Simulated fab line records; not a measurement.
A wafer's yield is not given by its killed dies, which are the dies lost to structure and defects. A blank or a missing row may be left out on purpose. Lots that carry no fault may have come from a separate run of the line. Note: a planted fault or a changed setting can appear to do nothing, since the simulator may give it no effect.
fab line records    flow nandHarc
[record] lots = 6  wafers = 16  lastDay = 23
route steps=1159 shown A_CHANNEL_HOLE_D1@457
lots with no fault: from the same line, run without faults
startH: hours from the record's opening day to when the first of the lot's shown wafers began    waitH: hours elapsed since this lot's preceding step    " the same as in the row above    L1.1+2: a single row standing in for several wafers    - either no value or no given start    * or withheld: withheld    < > ~ a bound
route shown NAME@n: a module of which the file shows steps, and the number in the route of the first    usual: mean/standard deviation taken from wafers without a fault    same: alike in all rows    chamber/n: place in a boat    sites: the reading at each site    _std_site: standard deviation of those values    _edge_site: inner sites' mean taken away from outer sites' mean    radiusMm: how far each site lies from the wafer's centre    mask NAME#n: copy n    behind: tool/chamber where the wafer was last shaped    hold: cause of the lot's hold/its duration in hours/its outcome    device: the n, p or np transistor that did not switch    end of line: the tests these same wafers got at the end of their route    a step without rows: its recipe alone    killed: the dies lost at the first sort to structure and to defects; this is not the yield of the wafer    map: a wafer's dies, x killed, . not, _ none there
set.NAME: setting as actually run; set.NAME@STEP: the setting as run at that earlier step    model.NAME: the simulator's own value behind a step, which no gauge read
lots at some steps of the route; a table a step, a row a wafer
services: when a tool's chamber went out of use (startH, in hours from the record's first day, below 0 if earlier), for how many hours, and the reason
[[steps]]
[step NHARC_A_CHANNEL_HOLE_D1_SOFTBAKE_05]
[recipe] tempC = 105  timeS = 55
[step NHARC_A_CHANNEL_HOLE_D1_EBR_06]
[step NHARC_A_CHANNEL_HOLE_D1_EXPOSE_07]
[recipe] na = 1.35  targetCdNm = 100  sigmaOuter = 0.3  doseMj = 59.65  maskId = HOLE_D1
[step NHARC_A_CHANNEL_HOLE_D1_PEB_08]
[recipe] pebTempC = 100  pebTimeS = 65
[step NHARC_A_CHANNEL_HOLE_D1_DEVELOP_09]
[recipe] developTimeS = 35  devTempC = 23
[step NHARC_A_CHANNEL_HOLE_D1_CD_MEAS_10]
[recipe] targetCdNm = 100  landingEnergyEv = 500
[usual] cdNm = 99.9/0.57
lot.wafer  tool      chamber  startH  waitH  cdNm
L525.1     cdSem-01  0        198.49  -      98.9
L525.4     "         0        "       "      98.7
L525.6     "         0        "       "      99.0
L526.1     cdSem-02  0        203.22  -      99.7
L526.4     "         0        "       "      99.7
L526.5     "         0        "       "      100.0
L532.2     cdSem-02  0        242.37  -      100.9
L532.3     "         0        "       "      98.6
L537.4     cdSem-03  0        270.55  -      100.0
L537.5     "         0        "       "      100.0
L538.2     cdSem-01  0        271.06  -      99.6
L538.3     "         0        "       "      100.5
L538.5     "         0        "       "      100.7
L541.2     cdSem-02  0        303.83  -      100.1
L541.3     "         0        "       "      100.7
L541.5     "         0        "       "      100.1
[step NHARC_A_CHANNEL_HOLE_D1_OVL_MEAS_11]
[usual] overlayXNm = -0.1/0.64  overlayYNm = -0.1/0.67
lot.wafer  tool        chamber  startH  waitH  overlayXNm  overlayYNm
L525.1     overlay-01  -        198.58  -      -0.3        -0.6
L525.4     "           -        "       "      0.5         -1.0
L525.6     "           -        "       "      -0.1        -0.5
L526.1     overlay-02  -        203.30  -      -0.4        -0.8
L526.4     "           -        "       "      0.0         -1.6
L526.5     "           -        "       "      -0.5        -0.9
L532.2     overlay-01  -        242.46  -      0.1         -0.3
L532.3     "           -        "       "      0.7         -0.2
L537.4     overlay-01  -        270.63  -      0.0         0.2
L537.5     "           -        "       "      -0.2        0.4
L538.2     overlay-01  -        271.14  -      0.1         -0.7
L538.3     "           -        "       "      -0.2        -0.5
L538.5     "           -        "       "      -0.1        -0.6
L541.2     overlay-02  -        303.92  -      -0.1        -0.4
L541.3     "           -        "       "      -0.1        0.5
L541.5     "           -        "       "      -0.5        -0.2
[step NHARC_A_CHANNEL_HOLE_D1_INSPECT_12]
[usual] rawDefectCount = 5.2/2.6
lot.wafer  tool              chamber  startH  waitH  rawDefectCount
L525.1     defectInspect-01  -        198.61  0.0    7
L525.4     "                 -        "       "      2
L525.6     "                 -        "       "      3
L526.1     defectInspect-02  -        203.34  0.0    4
L526.4     "                 -        "       "      7
L526.5     "                 -        "       "      1
L532.2     defectInspect-01  -        242.50  0.0    9
L532.3     "                 -        "       "      4
L537.4     defectInspect-02  -        270.67  0.0    5
L537.5     "                 -        "       "      5
L538.2     defectInspect-02  -        271.18  0.0    6
L538.3     "                 -        "       "      13
L538.5     "                 -        "       "      3
L541.2     defectInspect-01  -        303.95  0.0    5
L541.3     "                 -        "       "      6
L541.5     "                 -        "       "      9
[step NHARC_A_CHANNEL_HOLE_D1_DESCUM_15]
[recipe] timeS = 3  o2FlowSccm = 200  arFlowSccm = 0  biasPowerW = 0  chemistry = O2
[usual] chamberPressureMTorr = 60.00/0.061  drypumpMotorCurrentA = 5.9/0.47  oesProductAu = 0.999/0.011  rfVppV = 57.8/0.92  showerheadPlenumPTorr = 1.91/0.091  throttleValvePct = 11.311/0.0093
lot.wafer  tool        chamber  startH  waitH  chamberPressureMTorr  drypumpMotorCurrentA  oesProductAu  rfHoursCounterH  rfVppV  showerheadPlenumPTorr  throttleValvePct
L525.1     rieDiel-13  3        198.67  0.1    60.03                 6.2                   1.003         6                57.1    1.81                   11.327
L525.4     "           0        "       "      59.89                 5.4                   0.992         5                56.9    1.96                   11.297
L525.6     "           3        "       "      59.97                 6.2                   1.009         -                58.7    1.81                   11.312
L526.4     rieDiel-04  3        203.40  0.1    59.98                 6.4                   0.991         5                58.3    1.86                   11.310
L526.1     "           2        "       "      60.02                 5.1                   1.010         4                58.0    1.96                   11.308
L526.5     "           0        "       "      60.00                 6.0                   1.014         -                56.9    1.81                   11.325
L532.3     rieDiel-04  0        242.56  0.1    60.02                 6.0                   0.992         8                59.5    1.80                   11.323
L532.2     "           3        "       "      60.01                 6.4                   0.978         7                57.2    1.86                   11.318
L537.4     rieDiel-04  3        270.72  0.1    60.02                 6.4                   0.979         8                56.8    1.86                   11.314
L537.5     "           0        "       "      59.99                 6.0                   1.007         -                57.4    1.80                   11.306
L538.3     rieDiel-13  1        271.25  0.1    59.93                 6.3                   1.001         12               58.7    2.05                   11.303
L538.2     "           2        "       "      60.01                 5.4                   0.977         13               57.9    2.05                   11.312
L538.5     "           1        "       "      60.04                 6.3                   0.997         -                57.7    2.05                   11.317
L541.2     rieDiel-10  3        304.02  0.1    59.94                 6.6                   1.009         9                55.6    1.87                   11.303
L541.3     "           0        "       "      60.01                 6.0                   1.006         8                56.8    1.81                   11.315
L541.5     "           3        "       "      59.92                 6.6                   1.020         -                58.9    1.87                   11.303
[step NHARC_A_CHANNEL_HOLE_D1_ETCH_38]
[recipe] targetDepthA = 390  overEtchFrac = 0.3  timeS = 65  ionEnergyEv = 80  cf4FlowSccm = 150  arFlowSccm = 0  rfW = 300  biasW = 100  chemistry = CF4
[usual] cf4FlowSccm = 150.0/0.48  chamberPressureMTorr = 50.00/0.048  drypumpMotorCurrentA = 5.9/0.47  oesProductAu = 0.996/0.011  rfVppV = 151.2/1.2  showerheadPlenumPTorr = 1.77/0.078  throttleValvePct = 13.284/0.0084
[same] overEtchFrac = 0.3
lot.wafer  tool        chamber  startH  waitH  cf4FlowSccm  chamberPressureMTorr  drypumpMotorCurrentA  oesProductAu  rfHoursCounterH  rfVppV  showerheadPlenumPTorr  throttleValvePct
L525.4     rieDiel-13  0        198.76  0.1    150.5        49.99                 5.4                   1.002         5                152.3   1.81                   13.283
L525.1     "           3        "       "      150.1        49.97                 6.2                   0.999         6                149.6   1.68                   13.288
L525.6     "           0        "       "      150.0        50.09                 5.4                   0.982         -                152.1   1.81                   13.284
L526.4     rieDiel-04  3        203.49  0.1    150.6        49.97                 6.4                   0.986         5                151.0   1.72                   13.293
L526.1     "           2        "       "      150.3        50.04                 5.1                   0.999         4                151.1   1.81                   13.295
L526.5     "           0        "       "      150.5        49.97                 6.0                   1.000         -                150.3   1.68                   13.284
L532.3     rieDiel-04  2        242.64  0.1    150.3        50.00                 5.1                   0.996         7                151.7   1.81                   13.290
L532.2     "           3        "       "      149.5        50.00                 6.4                   0.986         7                152.2   1.72                   13.290
L537.4     rieDiel-04  1        270.81  0.1    150.2        49.96                 6.1                   1.001         9                151.1   1.70                   13.277
L537.5     "           1        "       "      150.6        49.97                 6.1                   0.996         -                150.3   1.70                   13.291
L538.2     rieDiel-13  1        271.32  0.1    149.9        49.98                 6.3                   0.986         12               152.1   1.89                   13.284
L538.3     "           0        "       "      150.3        49.91                 5.4                   0.987         11               152.1   1.81                   13.301
L538.5     "           2        "       "      149.9        50.10                 5.5                   0.985         -                152.8   1.88                   13.276
L541.3     rieDiel-10  3        304.10  0.1    150.2        49.98                 6.6                   1.009         9                151.3   1.73                   13.294
L541.2     "           0        "       "      150.1        49.96                 6.0                   0.996         8                149.5   1.68                   13.278
L541.5     "           0        "       "      150.2        49.96                 6.0                   0.988         -                150.2   1.68                   13.294
[step NHARC_A_CHANNEL_HOLE_D1_ETCH_39]
[recipe] targetDepthA = 2600  overEtchFrac = 0.3  timeS = 325  ionEnergyEv = 200  n2FlowSccm = 150  h2FlowSccm = 150  arFlowSccm = 0  rfW = 400  biasW = 150  chemistry = N2/H2
[usual] chamberPressureMTorr = 30.002/0.028  drypumpMotorCurrentA = 5.9/0.46  oesProductAu = 0.998/0.011  rfVppV = 430.4/2.9  showerheadPlenumPTorr = 2.04/0.1  throttleValvePct = 14.172/0.0098
[same] overEtchFrac = 0.3
lot.wafer  tool        chamber  startH  waitH  chamberPressureMTorr  drypumpMotorCurrentA  oesProductAu  rfHoursCounterH  rfVppV  showerheadPlenumPTorr  throttleValvePct
L525.4     rieDiel-13  1        -       -      29.986                6.3                   1.005         6                434.2   2.19                   14.170
L525.1     "           3        "       "      29.994                6.1                   1.005         6                426.9   1.92                   14.161
L525.6     "           1        "       "      30.011                6.3                   1.019         -                434.1   2.19                   14.187
L526.4     rieDiel-04  0        -       -      29.992                6.0                   0.996         5                426.7   1.92                   14.168
L526.1     "           3        "       "      30.006                6.5                   0.985         5                429.4   1.98                   14.162
L526.5     "           1        "       "      29.998                6.1                   0.988         -                427.9   1.96                   14.179
L532.3     rieDiel-04  2        -       -      29.975                5.1                   0.999         7                430.6   2.09                   14.174
L532.2     "           3        "       "      30.006                6.4                   0.981         7                428.0   1.98                   14.177
L537.4     rieDiel-04  2        -       -      30.027                5.1                   1.004         8                431.7   2.09                   14.178
L537.5     "           1        "       "      29.995                6.1                   0.992         -                427.4   1.96                   14.178
L538.3     rieDiel-13  0        -       -      30.020                5.4                   0.988         11               433.0   2.09                   14.151
L538.2     "           2        "       "      30.029                5.5                   0.984         14               434.8   2.19                   14.171
L538.5     "           0        "       "      30.044                5.4                   0.980         -                432.4   2.09                   14.163
L541.3     rieDiel-10  1        -       -      30.020                5.3                   1.005         7                432.5   2.10                   14.169
L541.2     "           2        "       "      29.975                5.9                   0.987         7                434.1   2.18                   14.169
L541.5     "           3        "       "      30.006                6.6                   1.006         -                429.5   2.00                   14.182
[step NHARC_A_CHANNEL_HOLE_D1_ETCH_34]
[recipe] targetDepthA = 1540  timeS = 77  cf4FlowSccm = 100  chf3FlowSccm = 30  arFlowSccm = 0  rfW = 500  biasW = 200  chemistry = CF4/CHF3
[usual] cf4FlowSccm = 100.03/0.29  chamberPressureMTorr = 25.00/0.033  drypumpMotorCurrentA = 5.9/0.47  oesProductAu = 0.941/0.024  rfVppV = 370.6/2.5  showerheadPlenumPTorr = 1.57/0.071  throttleValvePct = 16.802/0.0096
lot.wafer  tool        chamber  startH  waitH  cf4FlowSccm  chamberPressureMTorr  drypumpMotorCurrentA  oesProductAu  rfHoursCounterH  rfVppV  showerheadPlenumPTorr  throttleValvePct
L525.4     rieDiel-13  3        -       -      100.44       24.98                 6.1                   0.925         6                367.3   1.49                   16.789
L525.1     "           2        "       "      99.95        24.97                 5.5                   0.914         7                374.1   1.68                   16.807
L525.6     "           0        "       "      100.29       25.01                 5.4                   0.930         -                371.8   1.61                   16.799
L526.1     rieDiel-04  1        -       -      99.99        24.99                 6.1                   0.917         5                369.6   1.52                   16.813
L526.4     "           2        "       "      99.89        25.02                 5.1                   0.931         4                371.6   1.61                   16.795
L526.5     "           0        "       "      100.05       25.05                 6.0                   0.938         -                368.0   1.49                   16.805
L532.3     rieDiel-04  1        -       -      100.20       24.97                 6.1                   0.931         8                369.8   1.52                   16.803
L532.2     "           2        "       "      100.14       25.03                 5.1                   0.924         7                370.8   1.61                   16.790
L537.4     rieDiel-04  0        -       -      99.57        25.01                 5.9                   0.930         9                366.3   1.49                   16.795
L537.5     "           2        "       "      99.48        24.98                 5.1                   0.935         -                372.0   1.61                   16.817
L538.2     rieDiel-13  1        -       -      100.32       25.02                 6.3                   0.923         12               373.9   1.68                   16.812
L538.3     "           3        "       "      99.76        25.03                 6.1                   0.920         13               368.5   1.49                   16.813
L538.5     "           2        "       "      100.13       25.00                 5.4                   0.917         -                373.7   1.68                   16.798
L541.3     rieDiel-10  0        -       -      100.40       25.00                 6.0                   0.920         9                367.2   1.50                   16.798
L541.2     "           1        "       "      99.43        25.01                 5.3                   0.923         7                371.5   1.62                   16.796
L541.5     "           0        "       "      100.37       24.99                 6.0                   0.919         -                368.8   1.50                   16.789
[step NHARC_A_CHANNEL_HOLE_D1_ETCH_16]
[recipe] targetDepthA = 31000  overEtchFrac = 0.3  timeS = 806  ionEnergyEv = 150  o2FlowSccm = 400  cosFlowSccm = 20  arFlowSccm = 0  rfW = 500  biasW = 300  chemistry = O2/COS
[usual] chamberPressureMTorr = 19.999/0.019  drypumpMotorCurrentA = 5.9/0.47  oesProductAu = 0.999/0.012  rfVppV = 314.0/2.1  showerheadPlenumPTorr = 3.11/0.14  throttleValvePct = 28.330/0.0091
[same] overEtchFrac = 0.3
lot.wafer  tool        chamber  startH  waitH  chamberPressureMTorr  drypumpMotorCurrentA  oesProductAu  rfHoursCounterH  rfVppV  showerheadPlenumPTorr  throttleValvePct
L525.4     rieDiel-13  0        199.20  -      20.003                5.4                   0.992         6                314.4   3.20                   28.325
L525.1     "           1        "       "      20.023                6.3                   1.010         6                316.2   3.33                   28.335
L525.6     "           0        "       "      20.007                5.4                   1.006         -                315.7   3.20                   28.328
L526.1     rieDiel-04  1        203.93  -      20.018                6.1                   0.999         5                314.1   3.01                   28.329
L526.4     "           0        "       "      20.001                6.0                   1.001         6                311.6   2.96                   28.332
L526.5     "           1        "       "      19.977                6.2                   0.983         -                312.5   3.01                   28.331
L532.2     rieDiel-04  0        243.52  -      20.018                6.0                   0.854         8                312.2   2.95                   28.337
L532.3     "           2        "       "      20.009                5.1                   0.993         7                315.2   3.19                   28.333
L537.4     rieDiel-04  0        271.37  -      20.016                6.0                   0.999         9                311.3   2.95                   28.340
L537.5     "           2        "       "      20.003                5.1                   0.864         -                314.7   3.19                   28.321
L538.2     rieDiel-13  1        271.88  -      20.003                6.3                   0.999         12               317.0   3.33                   28.312
L538.3     "           2        "       "      19.993                5.5                   0.984         14               317.0   3.33                   28.344
L538.5     "           3        "       "      19.993                6.2                   0.989         -                312.9   2.96                   28.321
L541.3     rieDiel-10  2        304.54  -      20.032                5.9                   1.006         8                316.7   3.32                   28.337
L541.2     "           1        "       "      19.980                5.3                   1.007         8                316.8   3.21                   28.331
L541.5     "           3        "       "      19.991                6.7                   1.005         -                312.8   3.06                   28.331
[step NHARC_A_CHANNEL_HOLE_D1_CD_MEAS_18]
[usual] cdNm = 100/3.4
lot.wafer  tool      chamber  startH  waitH  cdNm
L525.1     cdSem-03  -        199.78  -      100
L525.4     "         -        "       "      95
L525.6     "         -        "       "      96
L526.1     cdSem-01  -        204.51  -      100
L526.4     "         -        "       "      98
L526.5     "         -        "       "      99
L532.2     cdSem-01  -        244.10  -      95
L532.3     "         -        "       "      102
L537.4     cdSem-01  -        271.85  -      93
L537.5     "         -        "       "      100
L538.2     cdSem-02  -        272.35  -      100
L538.3     "         -        "       "      98
L538.5     "         -        "       "      99
L541.2     cdSem-02  -        305.12  -      99
L541.3     "         -        "       "      96
L541.5     "         -        "       "      103
[[services]]
tool        chamber  startH  hours  kind
rieDiel-10  -        176.50  9.0    pm
rieDiel-04  0        194.42  -      clean
rieDiel-04  1        194.42  -      clean
rieDiel-04  2        194.42  -      clean
rieDiel-04  3        194.42  -      clean
rieDiel-04  0        218.92  -      clean
rieDiel-04  1        218.92  -      clean
rieDiel-04  2        218.92  -      clean
rieDiel-04  3        218.92  -      clean
rieDiel-13  1        234.71  1.2    repair
rieDiel-04  0        243.42  -      clean
rieDiel-04  1        243.42  -      clean
rieDiel-04  2        243.42  -      clean
rieDiel-04  3        243.42  -      clean
rieDiel-04  0        267.92  -      clean
rieDiel-04  1        267.92  -      clean
rieDiel-04  2        267.92  -      clean
rieDiel-04  3        267.92  -      clean
rieDiel-13  -        276.00  9.0    pm
rieDiel-04  -        288.90  9.0    pm
rieDiel-04  0        288.90  9.0    ventCycle
rieDiel-04  1        288.90  9.0    ventCycle
rieDiel-04  2        288.90  9.0    ventCycle
rieDiel-10  -        294.21  0.8    repair
[[key]]
[firstSign] step = NHARC_A_CHANNEL_HOLE_D1_ETCH_16  reading = oesProductAu  direction = down  sigmas = 12  usual = 0.999  struck = 0.859
effect none on later readings
metAt NHARC_A_CHANNEL_HOLE_D1_ETCH_16
struckWafers L532.2,L537.5
laterRowsLeftOut L537.5
sortLeftOut L532.2,L537.5
testerLeftOut L532,L537
onsetBetween 203.93 243.52
[fault] kind = processParameterDrift  tool = rieDiel-04  chamber = -  onsetH = 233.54  steps = NHARC_A_CHANNEL_HOLE_D1_ETCH_16  channel = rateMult  offset = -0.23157  shape = step  endH = 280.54  scope = struckWafersOnly
// testerLeftOut: of these lots the tester's yield and bins aren't shown, on N5 and GAA mostly nor the transistor test; their killed dies are dies lost to structure and defects alone, not to doping, threshold or leakage, so they don't give the yield
// sortLeftOut: the simulated sort isn't trusted on such a fault, so these wafers' sort isn't shown, and their yield isn't known
// laterRowsLeftOut: the simulator's readings of these wafers behind a module that went badly wrong aren't trusted and aren't shown, but for the sort
